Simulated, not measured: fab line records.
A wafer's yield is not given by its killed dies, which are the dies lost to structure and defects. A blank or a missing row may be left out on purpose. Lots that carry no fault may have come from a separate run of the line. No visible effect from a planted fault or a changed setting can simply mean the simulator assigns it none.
Matching of chambers	flow n5 finfet	N5_BEOL_M0_STRIP_142 on rie diel-05: 4 sister chambers
The step strips in N2/H2, time 10 s. 4 wafers are shown with their chamber, then 8 later ones without.

EACH WAFER AND ITS CHAMBER
wafer	chamber	drypump motor current A (A)
L084.1	1	5.6
L084.2	0	6.2
L084.6	2	5.6
L086.1	3	4.6

WAFERS WHOSE CHAMBER IS MISSING
wafer	drypump motor current A (A)
L086.3	5.7
L086.6	4.6
L094.1	6.2
L094.2	5.7
L094.5	5.6
L097.2	6.2
L097.4	5.6
L097.5	5.6

WHICH CHAMBER EACH ONE RAN IN
wafer	from the rows above	in truth
L086.3	can't be placed: 1 or 2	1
L086.6	3	3
L094.1	0	0
L094.2	can't be placed: 1 or 2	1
L094.5	can't be placed: 1 or 2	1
L097.2	0	0
L097.4	can't be placed: 1 or 2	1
L097.5	can't be placed: 1 or 2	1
Correct placement for 3 of the 8. These rows do not allow placing 5 (true chamber among the candidates in 5). 0 placed wrongly.
How it was worked out, from the rows above alone: a wafer's distance from a chamber is the root of the sum, over the readings, of the square of ((its reading less the chamber's mean) divided by the reading's scatter). The wafer belongs to the nearest chamber; if the next one is less than 2 further off, it can't be placed. For every chamber, the mean is computed from those of its wafers that are shown. The scatter: root of mean squared gap, hidden wafer to nearest shown wafer, with one shown wafer a chamber.
